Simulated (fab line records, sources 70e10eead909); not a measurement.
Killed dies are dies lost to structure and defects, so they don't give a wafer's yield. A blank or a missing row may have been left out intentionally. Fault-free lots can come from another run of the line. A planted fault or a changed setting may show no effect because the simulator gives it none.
Chamber matching	flow nandHarc	NHARC_P_GATE_ETCH_104 on rieDiel-01 has 4 sister chambers
The step etches the open film in CF4/CHF3, target depth 60 nm. 8 wafers are shown with their chamber, then 9 later ones without.

## WAFERS WITH THEIR CHAMBER
wafer	chamber	drypumpMotorCurrentA (A)	rfVppV (V)
L075.5	3	6.20	368.4
L076.6	3	6.20	367.7
L079.4	0	5.70	370.4
L083.2	2	5.45	373.3
L083.5	0	5.69	369.3
L088.3	2	5.45	372.9
L088.4	1	5.36	369.8
L088.6	1	5.41	372.2

## WAFERS WITH NO CHAMBER GIVEN
wafer	drypumpMotorCurrentA (A)	rfVppV (V)
L090.1	5.72	366.2
L090.2	5.43	371.2
L090.3	6.21	367.2
L091.1	5.44	373.5
L091.2	5.42	369.7
L091.3	6.20	367.3
L095.1	6.22	366.8
L095.2	5.41	372.1
L095.3	5.68	370.2

## EACH ONE'S CHAMBER
wafer	from the rows above	in truth
L090.1	0	0
L090.2	can't be placed: 2 or 1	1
L090.3	3	3
L091.1	2	2
L091.2	can't be placed: 1 or 2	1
L091.3	3	3
L095.1	3	3
L095.2	can't be placed: 1 or 2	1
L095.3	0	0
6 of 9 placed correctly. Cannot be placed on the basis of these rows: 3; the candidates contain the true chamber in 3. 0 placed wrongly.
How it was worked out, from the rows above alone: a wafer's distance from a chamber is the root of the sum, over the readings, of the square of ((its reading less the chamber's mean) divided by the reading's scatter). The wafer belongs to the nearest chamber; if the next one is less than 2 further off, it can't be placed. The mean given for a chamber averages the wafers shown for that chamber. How the scatter is found: for the shown wafers, subtract from each reading the mean of its chamber, square and add these, divide the total by (wafers less chambers), then take the root.
